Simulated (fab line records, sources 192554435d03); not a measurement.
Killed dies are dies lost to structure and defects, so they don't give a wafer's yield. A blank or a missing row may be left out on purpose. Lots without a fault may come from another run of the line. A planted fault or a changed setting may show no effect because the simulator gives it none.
Which tool did it? | flow n5_finfet | 10 lots, 30 wafers sampled, at 5 steps of a route of 1938

WHAT THE GAUGES READ, wafer by wafer
N5_MOL_CONTACT_COAG_OVL_MEAS_85. Usual: VG_OVL 0.1 nm, standard deviation 0.63.
lot  | measured     | on         | VG_OVL (nm)    | flag
L974 | day 5 10:53  | overlay-02 | -1.1 0.5 0.2   |
L977 | day 6 07:39  | overlay-02 | 0.5 -0.6 -0.3  |
L979 | day 6 21:11  | overlay-01 | -0.2 0.7 -0.2  |
L981 | day 7 10:22  | overlay-01 | 0.3 -0.4 1.0   |
L985 | day 8 10:33  | overlay-02 | -0.7 -0.2 -0.1 |
L988 | day 9 02:48  | overlay-01 | 1.0 1.0 0.0    |
L990 | day 9 13:07  | overlay-02 | -0.7 0.4 -0.5  |
L993 | day 10 12:15 | overlay-01 | -0.7 0.7 0.3   |
L994 | day 10 18:22 | overlay-01 | -0.3 -0.9 0.4  |
L995 | day 11 01:56 | overlay-01 | -0.7 -1.1 -0.8 |

N5_BEOL_M4_RC_MEAS_101. Usual: DIBL_N 36.4 mV/V, standard deviation 1.4; DIBL_P 36.3 mV/V, standard deviation 1.8; IOFF_N 0.163 nA/um, standard deviation 0.024; IOFF_P 0.21 nA/um, standard deviation 0.034; ION_N 673 uA/um, standard deviation 11; ION_P 461 uA/um, standard deviation 7.4; SS_N 71.6 mV/dec, standard deviation 0.52; SS_P 73.3 mV/dec, standard deviation 0.58; VT_N 249.4 mV, standard deviation 2.5; VT_P -250 mV, standard deviation 3.5.
lot  | measured     | on        | DIBL_N (mV/V)  | DIBL_P (mV/V)  | IOFF_N (nA/um)    | IOFF_P (nA/um) | ION_N (uA/um) | ION_P (uA/um) | SS_N (mV/dec)  | SS_P (mV/dec)  | VT_N (mV)         | VT_P (mV)      | flag
L974 | day 8 07:10  | prober-01 | 37.2 37.2 37.5 | 38.0 37.4 38.2 | 0.170 0.169 0.181 | 0.25 0.24 0.24 | 663 668 666   | 456 462 459   | 71.9 71.2 71.9 | 73.8 73.4 73.8 | 245.9 249.0 246.9 | -246 -248 -248 |
L977 | day 9 09:47  | prober-01 | 37.5 39.0 37.6 | 38.4 39.6 38.6 | 0.198 0.209 0.190 | 0.24 0.26 0.24 | 678 679 682   | 458 460 469   | 72.5 72.6 71.7 | 74.3 74.2 73.8 | 247.3 246.0 248.4 | -249 -252 -249 |
L979 | day 9 17:22  | prober-01 | 34.1 35.7 34.1 | 35.5 37.6 35.9 | 0.139 0.168 0.138 | 0.18 0.22 0.19 | 652 668 656   | 448 455 455   | 71.5 71.9 71.8 | 73.3 73.5 73.8 | 253.9 249.8 253.2 | -253 -252 -254 |
L981 | day 10 09:15 | prober-01 | 36.0 34.4 35.0 | 35.9 34.8 34.5 | 0.159 0.137 0.145 | 0.20 0.18 0.18 | 652 651 659   | 450 451 446   | 72.2 70.9 71.7 | 73.1 72.5 73.3 | 250.4 252.9 254.1 | -250 -254 -253 |
L985 | day 11 15:20 | prober-01 | 35.8 35.5 37.7 | 37.2 36.3 37.8 | 0.162 0.154 0.188 | 0.23 0.21 0.27 | 688 684 680   | 474 465 469   | 70.9 71.5 71.4 | 72.8 72.7 73.5 | 247.3 248.5 244.9 | -246 -248 -244 |
L988 | day 11 21:12 | prober-02 | 37.7 35.0 35.7 | 35.9 33.7 33.7 | 0.174 0.124 0.138 | 0.21 0.17 0.17 | 663 661 653   | 451 455 448   | 72.5 71.4 71.8 | 73.4 73.3 72.7 | 252.2 254.1 252.6 | -249 -250 -256 |
L990 | day 11 22:14 | prober-01 | 35.6 35.3 37.2 | 34.6 34.4 37.2 | 0.142 0.139 0.175 | 0.17 0.17 0.21 | 658 671 675   | 449 454 463   | 71.2 71.2 71.5 | 72.6 72.4 73.6 | 251.1 253.0 246.6 | -254 -258 -252 |
L993 | day 13 15:14 | prober-02 | 35.1 36.0 35.1 | 34.8 35.2 35.0 | 0.137 0.146 0.142 | 0.19 0.20 0.20 | 665 666 662   | 460 455 456   | 70.9 71.1 70.9 | 73.0 72.9 72.6 | 250.8 251.1 248.0 | -250 -250 -248 |
L994 | day 13 12:08 | prober-02 | 35.3 34.5 35.9 | 31.4 30.9 32.4 | 0.130 0.117 0.137 | 0.15 0.14 0.16 | 674 669 660   | 453 450 446   | 71.3 70.8 70.6 | 72.9 72.6 72.0 | 250.6 251.5 250.8 | -258 -257 -255 |
L995 | day 13 18:05 | prober-01 | 37.4 40.3 36.6 | 35.5 38.7 33.9 | 0.158 0.217 0.146 | 0.23 0.30 0.22 | 674 691 656   | 466 465 458   | 71.0 72.4 71.6 | 73.2 73.9 72.1 | 249.3 245.3 254.2 | -247 -242 -247 |

WHICH TOOL RAN EACH LOT (tool, then ch and the chambers of the sampled wafers, then the start)
lot  | N5_MOL_CONTACT_COAG_STRIP_98       | N5_MOL_CONTACT_COAG_ALD_20          | N5_MOL_CONTACT_COAG_COAT_76
L974 | rie_diel-04 ch 1,2, day 5 01:55    | ald_metal-02 ch 2,3, day 5 02:42    | litho_track-01 ch 0, day 5 10:34
L977 | rie_diel-03 ch 3, day 5 22:44      | ald_metal-02 ch 0,2, day 5 23:28    | litho_track-01 ch 0, day 6 07:13
L979 | rie_diel-04 ch 0,1,3, day 6 11:36  | ald_metal-04 ch 0,1,3, day 6 12:17  | litho_track-01 ch 0, day 6 20:53
L981 | rie_diel-06 ch 1,2, day 7 01:51    | ald_metal-02 ch 1,2,3, day 7 03:19  | litho_track-01 ch 0, day 7 10:03
L985 | rie_diel-06 ch 0,2,3, day 8 00:14  | ald_metal-02 ch 0,1,3, day 8 01:46  | litho_track-04 ch 0, day 8 10:07
L988 | rie_diel-04 ch 0,1, day 8 15:31    | ald_metal-02 ch 1,2,3, day 8 17:25  | litho_track-03 ch 0, day 9 02:22
L990 | rie_diel-06 ch 0,1,3, day 9 04:14  | ald_metal-02 ch 0,1,3, day 9 05:26  | litho_track-04 ch 0, day 9 12:49
L993 | rie_diel-03 ch 0,2,3, day 10 02:01 | ald_metal-01 ch 0,1,3, day 10 02:39 | litho_track-04 ch 0, day 10 11:49
L994 | rie_diel-04 ch 1,2,3, day 10 09:18 | ald_metal-02 ch 0,2,3, day 10 09:56 | litho_track-03 ch 0, day 10 18:03
L995 | rie_diel-03 ch 0,1, day 10 15:55   | ald_metal-02 ch 0,1,2, day 10 16:38 | litho_track-01 ch 0, day 11 01:29
- N5_MOL_CONTACT_COAG_STRIP_98: strips in N2/H2.
- N5_MOL_CONTACT_COAG_ALD_20: deposits TiN, target thk 1.5 nm, pulse time 1 s, purge time 3 s.
- N5_MOL_CONTACT_COAG_COAT_76: time 60 s, resist thk 10 nm.

WHAT THE TOOLS THEMSELVES READ (means of the sampled wafers that have a number; where no wafer has one, the mark that the record gives instead)
N5_MOL_CONTACT_COAG_STRIP_98. Usual: drypump_motor_current_A 5.6 A, standard deviation 0.38; oes_product_au 0.81 a.u., standard deviation 0.095; rf_vpp_V 54.2 V, standard deviation 1.5; showerhead_plenum_p_Torr 3.39 Torr, standard deviation 0.1; throttle_valve_pct 18.9 %, standard deviation 0.44.
lot  | tool        | drypump_motor_current_A (A) | oes_product_au (a.u.) | rf_vpp_V (V) | showerhead_plenum_p_Torr (Torr) | throttle_valve_pct (%) | flag
L974 | rie_diel-04 | 5.7                         | 0.75                  | 53.7         | 3.45                            | 18.8                   |
L977 | rie_diel-03 | 5.7                         | 0.68                  | 53.7         | 3.46                            | 19.8                   |
L979 | rie_diel-04 | 5.6                         | 0.81                  | 56.0         | 3.48                            | 18.8                   |
L981 | rie_diel-06 | 5.1                         | 0.81                  | 54.5         | 3.26                            | 19.2                   |
L985 | rie_diel-06 | 5.7                         | 0.75                  | 52.4         | 3.36                            | 19.1                   |
L988 | rie_diel-04 | 5.7                         | 0.91                  | 55.1         | 3.48                            | 18.9                   |
L990 | rie_diel-06 | 5.8                         | 0.73                  | 53.6         | 3.35                            | 19.1                   |
L993 | rie_diel-03 | 5.5                         | 0.89                  | 56.0         | 3.42                            | 19.0                   |
L994 | rie_diel-04 | 5.7                         | 0.87                  | 54.6         | 3.42                            | 18.5                   |
L995 | rie_diel-03 | 5.4                         | 0.93                  | 53.2         | 3.29                            | 18.6                   |

N5_MOL_CONTACT_COAG_ALD_20. Usual: heater_power_w 862 W, standard deviation 84; precursor_pulse_height_rel 1.001, standard deviation 0.02.
lot  | tool         | heater_power_w (W) | precursor_pulse_height_rel | flag
L974 | ald_metal-02 | 836                | 0.991                      |
L977 | ald_metal-02 | 920                | 0.989                      |
L979 | ald_metal-04 | 906                | 0.999                      |
L981 | ald_metal-02 | 866                | 1.003                      |
L985 | ald_metal-02 | 903                | 1.007                      |
L988 | ald_metal-02 | 846                | 1.009                      |
L990 | ald_metal-02 | 900                | 0.982                      |
L993 | ald_metal-01 | 768                | 1.003                      |
L994 | ald_metal-02 | 882                | 0.989                      |
L995 | ald_metal-02 | 883                | 0.990                      |

N5_MOL_CONTACT_COAG_COAT_76. Usual: dispense_pressure_kPa 51.6 kPa, standard deviation 1.3; heater_power_total_W 427.4 W, standard deviation 2; spin_speed_rpm 1499.9 rpm, standard deviation 0.97.
lot  | tool           | dispense_pressure_kPa (kPa) | heater_power_total_W (W) | spin_speed_rpm (rpm) | flag
L974 | litho_track-01 | 53.0                        | 427.6                    | 1500.6               |
L977 | litho_track-01 | 53.0                        | 428.1                    | 1499.8               |
L979 | litho_track-01 | 53.0                        | 427.8                    | 1426.2               | OFF
L981 | litho_track-01 | 53.0                        | 429.8                    | 1426.6               | OFF
L985 | litho_track-04 | 51.4                        | 429.8                    | 1499.5               |
L988 | litho_track-03 | 49.8                        | 428.6                    | 1500.5               |
L990 | litho_track-04 | 51.4                        | 428.4                    | 1499.7               |
L993 | litho_track-04 | 51.4                        | 428.5                    | 1500.2               |
L994 | litho_track-03 | 49.8                        | 427.3                    | 1500.4               |
L995 | litho_track-01 | 53.0                        | 425.7                    | 1500.5               |

THE ANSWER, worked out from the rows above alone
Rule: a lot is off if the mean of its wafers that have a number lies more than 3 standard deviations from the usual mean. A lot without any number at a reading at which 4 lots or more have one is off too. The other lots that the step has rows for count as sound. The gauges are gone through in route order, then the tools' own readings, and for those a lot's mean is taken as printed above. The first step at which some lot is off is used, and at that step the reading that is off furthest; a lot without a number counts as furthest.
Off: L979, L981, at N5_MOL_CONTACT_COAG_COAT_76 (spin_speed_rpm).
A tool fits if, at that step or a process step before it, it ran every lot that is off, and no sound lot after the first of them. None of those tried fits.

WHAT THE SIMULATOR HAD PUT IN
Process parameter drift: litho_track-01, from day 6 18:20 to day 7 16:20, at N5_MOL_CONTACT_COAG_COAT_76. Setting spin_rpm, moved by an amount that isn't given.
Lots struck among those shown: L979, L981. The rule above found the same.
